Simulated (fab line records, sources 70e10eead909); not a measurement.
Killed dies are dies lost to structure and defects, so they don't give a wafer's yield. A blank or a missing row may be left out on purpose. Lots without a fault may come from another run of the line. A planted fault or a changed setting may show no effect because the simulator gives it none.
fab line records | flow nand_harc
record lots=6 wafers=18 last_day=31
route steps=1302 shown P_CONTACT@248 P_M0@253
lots that met no fault: from a run of the same line without faults
start_h: hours from the record's first day to the start of the lot's first wafer shown | wait_h: hours since the lot's step before | " the same as in the row above | L1.1+2: a row that stands for several wafers | - no value, or no start given | * or withheld: withheld | < > ~ a bound
route shown NAME@n: a module of which the file shows steps, and the number in the route of the first | usual: mean/standard deviation of fault-free wafers | same: alike in all rows | chamber/n: place in a boat | sites: the reading at each site | _std_site: their standard deviation | _edge_site: outer sites' mean less inner sites' | radius_mm: how far each site lies from the wafer's centre | mask NAME#n: copy n | behind: the tool/chamber that last shaped the wafer | hold: why the lot was held/for how many hours/how that ended | device: the transistor (n, p or np) that didn't switch | end of line: the same wafers' tests at the end of the route | a step without rows: its recipe alone | killed: dies lost to structure and defects at the first sort, not the wafer's yield | map: a wafer's dies, x killed, . not, _ none there
set.NAME: the setting as run; set.NAME@STEP: as run at that earlier step | model.NAME: the simulator's own value behind a step, which no gauge read
lots at some steps of the route; a table a step, a row a wafer
services: from which hour (start_h, from the record's first day; less than 0 if before it) a tool's chamber was out of use, for how many hours, and why
## steps
# step NHARC_P_CONTACT_CVD_23
# recipe target_thk_a=2000 temp_c=300 pressure_torr=40 wf6_flow_sccm=40 h2_flow_sccm=1600 ar_flow_sccm=1560 time_s=557 material=W
# usual heater_power_w=510/63 throttle_valve_pct=7.86/0.23
# columns lot.wafer tool chamber start_h wait_h heater_power_w throttle_valve_pct
L258.2 cvd_w-01 1 - - 475 8.26
L258.3 " 1 " " 491 8.03
L258.4 " 0 " " 614 7.67
L262.2 cvd_w-01 0 - - 607 7.86
L262.6 " 1 " " 489 8.30
L262.5 " 0 " " 603 7.75
L267.1 cvd_w-02 1 - - 477 7.77
L267.4 " 1 " " 485 7.30
L267.5 " 1 " " 496 7.74
L272.2 cvd_w-01 0 - - 585 7.66
L272.4 " 1 " " 477 8.00
L272.5 " 0 " " 588 7.53
L276.4 cvd_w-02 0 - - 414 8.25
L276.3 " 1 " " 508 7.07
L276.6 " 0 " " 413 7.78
L277.2 cvd_w-01 0 - - 593 8.02
L277.3 " 1 " " 489 7.78
L277.4 " 0 " " 589 7.73
# step NHARC_P_CONTACT_CMP_24
# recipe t_overpolish_s=30 target_thk_nm=200
# usual motor_current_A=12.2/1.2 overpolish_run_s=30.000/0.0088 pad_life_wafers=173/100 retaining_ring_pressure_frac=1.000/0.005 slurry_filter_dp_kPa=13.51/0.13 time_to_endpoint_s=41/4
# columns lot.wafer tool chamber start_h wait_h motor_current_A overpolish_run_s pad_life_wafers retaining_ring_pressure_frac slurry_filter_dp_kPa time_to_endpoint_s
L258.4 cmp-01 0 119.85 0.3 11.0 29.990 120 1.003 13.26 40
L258.2 " 1 " " 11.0 30.006 121 1.003 13.45 43
L258.3 " 2 " " 12.6 30.025 122 1.000 13.45 38
L262.2 cmp-04 2 157.68 0.5 15.0 30.004 158 0.995 13.61 48
L262.5 " 0 " " 11.8 29.993 - 1.002 13.48 45
L262.6 " 1 " " 12.7 29.991 - 0.997 13.57 46
L267.4 cmp-01 2 216.11 0.4 13.3 30.004 109 1.011 13.55 34
L267.1 " 0 " " 11.5 30.019 111 0.999 13.65 36
L267.5 " 2 " " 13.2 30.004 - 1.004 13.49 35
L272.2 cmp-04 0 266.22 0.5 11.4 29.998 186 1.005 13.46 46
L272.4 " 3 " " 12.9 29.995 189 0.992 13.47 37
L272.5 " 0 " " 11.5 29.990 - 1.001 13.58 43
L276.4 cmp-04 0 302.73 0.4 11.3 30.010 378 1.011 13.39 39
L276.3 " 2 " " 14.5 29.988 380 0.998 13.70 40
L276.6 " 1 " " 12.3 29.998 - 0.999 13.52 41
L277.3 cmp-01 2 303.36 0.4 13.2 30.001 90 1.004 13.70 35
L277.2 " 3 " " 11.3 29.991 91 0.998 13.33 41
L277.4 " 0 " " 11.5 29.999 92 1.000 13.29 40
# step NHARC_P_CONTACT_SRD_26
# step NHARC_P_CONTACT_INSPECT_27
# usual raw_defect_count=276/130
# columns lot.wafer tool chamber start_h wait_h raw_defect_count
L258.2 defect_inspect-02 - 120.26 0.1 399
L258.3 " - " " 254
L258.4 " - " " 419
L262.2 defect_inspect-02 - 158.03 0.1 227
L262.5 " - " " 152
L262.6 " - " " 130
L267.1 defect_inspect-01 - 216.51 0.1 403
L267.4 " - " " 241
L267.5 " - " " 164
L272.2 defect_inspect-02 - 266.62 0.1 196
L272.4 " - " " 193
L272.5 " - " " 330
L276.3 defect_inspect-02 - 303.13 0.1 599
L276.4 " - " " 563
L276.6 " - " " 462
L277.2 defect_inspect-02 - 303.76 0.1 152
L277.3 " - " " 177
L277.4 " - " " 135
# step NHARC_P_M0_DEP_00
# recipe target_thk_a=1500 target_thk_nm=150 temp_c=withheld pressure_torr=5 flow_sccm=200 rf_w=600 material=SiOC
# step NHARC_P_M0_DEHYDRATE_01
# recipe temp_c=150 time_s=120
# step NHARC_P_M0_HMDS_02
# recipe time_s=30
# step NHARC_P_M0_COAT_33
# recipe temp_c=200 time_s=65
# step NHARC_P_M0_COAT_03
# recipe spin_rpm=1500 resist_thk_nm=90
# step NHARC_P_M0_SOFTBAKE_04
# recipe temp_c=105 time_s=55
# step NHARC_P_M0_EBR_05
# step NHARC_P_M0_EXPOSE_06
# recipe na=1.35 target_cd_nm=90 dose_mj=81.28 mask_id=P_M0
# usual exposure_dose_mJ_cm2=81.19/0.08
# columns lot.wafer tool chamber start_h wait_h mask exposure_dose_mJ_cm2
L258.2 arfi_scanner-02 0 121.03 - P_M0#0 81.25
L258.3 " 0 " " P_M0#0 81.13
L258.4 " 0 " " P_M0#0 81.19
L262.2 arfi_scanner-03 0 158.79 - P_M0#0 80.96
L262.5 " 0 " " P_M0#0 81.02
L262.6 " 0 " " P_M0#0 81.15
L267.1 arfi_scanner-02 0 217.27 - P_M0#0 83.78
L267.4 " 0 " " P_M0#0 83.88
L267.5 " 0 " " P_M0#0 83.80
L272.2 arfi_scanner-02 0 267.39 - P_M0#0 83.28
L272.4 " 0 " " P_M0#0 83.39
L272.5 " 0 " " P_M0#0 83.36
L276.3 arfi_scanner-01 0 303.90 - P_M0#0 81.22
L276.4 " 0 " " P_M0#0 81.27
L276.6 " 0 " " P_M0#0 81.32
L277.2 arfi_scanner-01 0 304.43 - P_M0#0 81.22
L277.3 " 0 " " P_M0#0 81.28
L277.4 " 0 " " P_M0#0 81.15
# step NHARC_P_M0_PEB_07
# recipe peb_temp_c=100 peb_time_s=65
# step NHARC_P_M0_DEVELOP_08
# recipe develop_time_s=35 dev_temp_c=23
# step NHARC_P_M0_CD_MEAS_09
# recipe target_cd_nm=90 landing_energy_ev=500
# usual cd_nm=89.9/0.57
# columns lot.wafer tool chamber start_h wait_h cd_nm
L258.2 cd_sem-02 0 121.17 - 89.8
L258.3 " 0 " " 90.2
L258.4 " 0 " " 90.3
L262.2 cd_sem-03 0 158.93 - 90.0
L262.5 " 0 " " 90.4
L262.6 " 0 " " 91.4
L267.1 cd_sem-01 0 217.41 - 91.9
L267.4 " 0 " " 91.5
L267.5 " 0 " " 91.5
L272.2 cd_sem-02 0 267.53 - 91.5
L272.4 " 0 " " 91.2
L272.5 " 0 " " 92.2
L276.3 cd_sem-02 0 304.03 - 90.0
L276.4 " 0 " " 90.4
L276.6 " 0 " " 89.8
L277.2 cd_sem-01 0 304.57 - 90.1
L277.3 " 0 " " 89.1
L277.4 " 0 " " 89.9
# step NHARC_P_M0_OVL_MEAS_10
# recipe pitch_nm=180
# usual overlay_x_nm=0.1/0.87 overlay_y_nm=-0.1/0.97
# columns lot.wafer tool chamber start_h wait_h overlay_x_nm overlay_y_nm
L258.2 overlay-02 - 121.25 - 0.4 0.4
L258.3 " - " " 0.7 0.7
L258.4 " - " " 0.8 0.5
L262.2 overlay-01 - 159.01 - 0.3 -0.4
L262.5 " - " " 0.5 0.0
L262.6 " - " " 1.3 0.1
L267.1 overlay-02 - 217.50 - -0.8 0.6
L267.4 " - " " -1.0 0.5
L267.5 " - " " -0.9 0.5
L272.2 overlay-01 - 267.62 - 1.1 -1.0
L272.4 " - " " 1.0 -0.5
L272.5 " - " " 0.8 -0.1
L276.3 overlay-01 - 304.12 - 0.4 -0.5
L276.4 " - " " -0.2 -0.4
L276.6 " - " " -0.2 0.1
L277.2 overlay-01 - 304.66 - 1.0 -1.9
L277.3 " - " " 1.6 -1.7
L277.4 " - " " 1.1 -1.4
# step NHARC_P_M0_INSPECT_11
# usual raw_defect_count=4.5/2.5
# columns lot.wafer tool chamber start_h wait_h raw_defect_count
L258.2 defect_inspect-01 - 121.29 0.0 3
L258.3 " - " " 3
L258.4 " - " " 3
L262.2 defect_inspect-01 - 159.05 0.0 7
L262.5 " - " " 6
L262.6 " - " " 8
L267.1 defect_inspect-01 - 217.54 0.0 3
L267.4 " - " " 8
L267.5 " - " " 3
L272.2 defect_inspect-01 - 267.65 0.0 4
L272.4 " - " " 4
L272.5 " - " " 3
L276.3 defect_inspect-02 - 304.15 0.0 3
L276.4 " - " " 3
L276.6 " - " " 1
L277.2 defect_inspect-01 - 304.69 0.0 8
L277.3 " - " " 4
L277.4 " - " " 1
# step NHARC_P_M0_DESCUM_14
# recipe time_s=3 o2_flow_sccm=200 ar_flow_sccm=0 bias_power_w=0 chemistry=O2
# usual drypump_motor_current_A=5.6/0.34 oes_product_au=0.995/0.01 rf_vpp_V=57.8/0.8 showerhead_plenum_p_Torr=1.91/0.079 throttle_valve_pct=11.311/0.011
# columns lot.wafer tool chamber start_h wait_h drypump_motor_current_A oes_product_au rf_hours_counter_h rf_vpp_V showerhead_plenum_p_Torr throttle_valve_pct model.P_M0.cd_nm
L258.2 rie_diel-06 1 121.36 0.1 5.6 0.993 45 57.3 1.80 11.325 90.43
L258.3 " 2 " " 6.3 0.997 52 58.1 1.96 11.301 90.44
L258.4 " 3 " " 5.3 0.994 58 58.0 1.93 11.313 91.11
L262.2 rie_diel-04 1 159.11 0.1 5.6 0.989 23 58.8 1.85 11.305 89.97
L262.5 " 1 " " 5.6 0.982 - 57.3 1.85 11.330 90.41
L262.6 " 2 " " 5.7 1.003 - 57.6 2.03 11.311 90.45
L267.4 rie_diel-04 1 217.61 0.1 5.6 0.996 6 57.9 1.85 11.306 91.59
L267.1 " 3 " " 5.8 0.987 6 57.8 1.89 11.314 91.83
L267.5 " 0 " " 5.1 1.002 - 57.7 1.87 11.301 91.86
L272.2 rie_diel-04 1 267.85 0.2 5.6 1.007 17 58.6 1.84 11.341 91.64
L272.4 " 2 " " 5.7 1.010 16 58.4 2.02 11.324 91.27
L272.5 " 1 " " 5.6 0.994 - 57.2 1.84 11.320 92.39
L276.3 rie_diel-06 1 304.24 0.1 5.6 0.989 56 57.2 1.78 11.301 89.61
L276.4 " 2 " " 6.2 0.979 - 58.1 1.93 11.314 90.15
L276.6 " 3 " " 5.2 0.994 - 57.3 1.92 11.320 89.61
L277.2 rie_diel-06 2 304.75 0.1 6.3 0.986 61 56.6 1.93 11.309 89.85
L277.3 " 3 " " 5.3 0.983 54 59.2 1.92 11.319 88.88
L277.4 " 3 " " 5.3 0.999 - 56.5 1.92 11.313 89.94
# step NHARC_P_M0_ETCH_34
# recipe target_depth_a=400 overetch_a=120 time_s=43.94 ion_energy_ev=200 n2_flow_sccm=150 h2_flow_sccm=150 ar_flow_sccm=0 rf_w=400 bias_w=150 chemistry=N2/H2
# usual drypump_motor_current_A=5.6/0.35 oes_product_au=0.996/0.01 rf_vpp_V=430.7/2.6 showerhead_plenum_p_Torr=2.04/0.091 throttle_valve_pct=14.171/0.0092
# columns lot.wafer tool chamber start_h wait_h drypump_motor_current_A oes_product_au rf_hours_counter_h rf_vpp_V showerhead_plenum_p_Torr throttle_valve_pct
L258.3 rie_diel-06 1 121.43 0.1 5.6 0.983 46 426.5 1.91 14.170
L258.4 " 3 " " 5.3 0.992 58 432.3 2.06 14.163
L258.2 " 0 " " 5.3 1.013 56 430.3 1.99 14.181
L262.2 rie_diel-04 3 159.21 0.1 5.8 0.997 26 430.1 2.02 14.162
L262.6 " 1 " " 5.6 0.983 - 428.5 1.97 14.155
L262.5 " 2 " " 5.7 1.011 - 435.5 2.17 14.163
L267.4 rie_diel-04 0 217.68 0.1 5.0 1.015 6 429.1 1.99 14.186
L267.1 " 3 " " 5.8 0.991 6 429.0 2.01 14.175
L267.5 " 0 " " 5.1 1.008 - 429.9 1.99 14.161
L272.4 rie_diel-04 0 267.99 0.1 5.1 1.002 16 429.0 1.99 14.169
L272.2 " 1 " " 5.6 1.001 17 428.3 1.96 14.189
L272.5 " 2 " " 5.7 0.996 - 433.8 2.16 14.160
L276.3 rie_diel-06 3 304.32 0.1 5.3 1.004 54 431.4 2.04 14.172
L276.6 " 1 " " 5.6 1.003 - 427.5 1.89 14.165
L276.4 " 2 " " 6.3 1.006 - 430.9 2.06 14.168
L277.3 rie_diel-06 2 304.85 0.1 6.3 0.999 61 431.3 2.06 14.180
L277.2 " 1 " " 5.6 0.999 56 427.9 1.89 14.176
L277.4 " 3 " " 5.3 1.008 - 431.0 2.04 14.170
# step NHARC_P_M0_ETCH_15
# recipe target_depth_a=1500 overetch_a=150 time_s=82.5 c4f8_flow_sccm=withheld ar_flow_sccm=400 rf_w=600 bias_w=300 chemistry=C4F8/Ar
# usual oes_product_au=0.948/0.022 rf_vpp_V=441.0/2.7
# columns lot.wafer tool chamber start_h wait_h oes_product_au rf_hours_counter_h rf_vpp_V model.P_M0.cd_nm
L258.4 rie_diel-06 2 - - 0.929 52 443.0 91.26
L258.3 " 0 " " 0.941 56 439.4 90.19
L258.2 " 1 " " 0.909 46 438.1 90.38
L262.2 rie_diel-04 0 - - 0.960 25 439.5 90.41
L262.5 " 2 " " 0.936 - 443.4 90.4
L262.6 " 3 " " 0.954 - 441.3 90.3
L267.4 rie_diel-04 1 - - 0.956 6 437.9 90.93
L267.1 " 0 " " 0.958 6 440.8 91.93
L267.5 " 1 " " 0.972 - 439.0 91.28
L272.2 rie_diel-04 0 - - 0.952 16 440.0 90.91
L272.4 " 1 " " 0.950 17 437.9 90.62
L272.5 " 0 " " 0.959 - 438.9 91.91
L276.3 rie_diel-06 3 - - 0.926 54 441.7 89.44
L276.6 " 2 " " 0.924 - 439.5 89.99
L276.4 " 3 " " 0.920 - 441.2 90.59
L277.3 rie_diel-06 3 - - 0.921 54 441.0 89.03
L277.2 " 1 " " 0.916 57 436.2 89.87
L277.4 " 3 " " 0.922 - 442.5 89.79
# step NHARC_P_M0_CD_MEAS_16
# usual cd_nm=89.9/0.75
# columns lot.wafer tool chamber start_h wait_h cd_nm
L258.2 cd_sem-02 - 121.65 - 90.3
L258.3 " - " " 90.2
L258.4 " - " " 91.3
L262.2 cd_sem-03 - 159.41 - 90.5
L262.5 " - " " 90.3
L262.6 " - " " 90.1
L267.1 cd_sem-01 - 217.90 - 91.6
L267.4 " - " " 90.9
L267.5 " - " " 91.3
L272.2 cd_sem-01 - 268.19 - 90.9
L272.4 " - " " 90.5
L272.5 " - " " 91.9
L276.3 cd_sem-02 - 304.56 - 89.7
L276.4 " - " " 91.0
L276.6 " - " " 90.1
L277.2 cd_sem-02 - 305.10 - 89.8
L277.3 " - " " 88.9
L277.4 " - " " 90.0
## services
# columns tool chamber start_h hours kind
cmp-04 - 104.35 2.3 repair
cmp-04 - 111.07 4.0 pm
cmp-04 - 121.70 8.3 repair
rie_diel-04 - 121.89 0.8 repair
cmp-01 - 128.44 1.2 repair
rie_diel-06 - 130.24 9.0 pm
arfi_scanner-02 - 141.86 4.0 pm
cvd_w-01 1 153.72 3.1 repair
arfi_scanner-02 - 160.76 0.2 repair
cvd_w-01 - 175.39 0.6 repair
rie_diel-04 - 177.96 9.0 pm
cvd_w-01 - 185.00 13.0 pm
cmp-01 - 185.90 4.0 pm
cmp-04 - 209.07 4.0 pm
rie_diel-04 0 219.79 1.2 repair
arfi_scanner-02 - 227.30 0.3 repair
rie_diel-04 2 232.33 4.7 repair
arfi_scanner-02 - 241.81 0.4 repair
cmp-04 - 247.62 1.8 repair
arfi_scanner-02 - 254.99 0.6 repair
rie_diel-04 0 260.79 2.2 repair
rie_diel-06 - 269.11 0.7 repair
cvd_w-01 - 291.43 0.4 repair
rie_diel-06 0 303.66 2.0 repair
## key
first_sign step=NHARC_P_M0_EXPOSE_06 reading=exposure_dose_mJ_cm2 direction=up sigmas=30 usual=81.19 struck=83.58
effect step=NHARC_P_M0_CD_MEAS_09 reading=cd_nm direction=up sigmas=3 usual=89.9 struck=91.6 through=control_loop
effect step=NHARC_P_M0_CD_MEAS_16 reading=cd_nm direction=up sigmas=1.7 usual=89.9 struck=91.2 through=control_loop
model_effect step=NHARC_P_M0_DESCUM_14 value=P_M0.cd_nm without=89.97 struck=91.76
model_effect step=NHARC_P_M0_ETCH_15 value=P_M0.cd_nm without=89.47 struck=91.26
met_at NHARC_P_M0_EXPOSE_06
struck_wafers L267.1,L267.4,L267.5,L272.2,L272.4,L272.5
loop_trim step=NHARC_P_M0_EXPOSE_06 setting=dose lots=L272
onset_between 121.03 217.27
fault kind=process_parameter_drift tool=arfi_scanner-02 chamber=- onset_h=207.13 steps=NHARC_P_M0_EXPOSE_06 channel=dose_mj offset=2.6604 shape=step acts_in=these_recipes_only stated=81.28
# loop_trim: a control loop set the setting to another value than it would have without faults
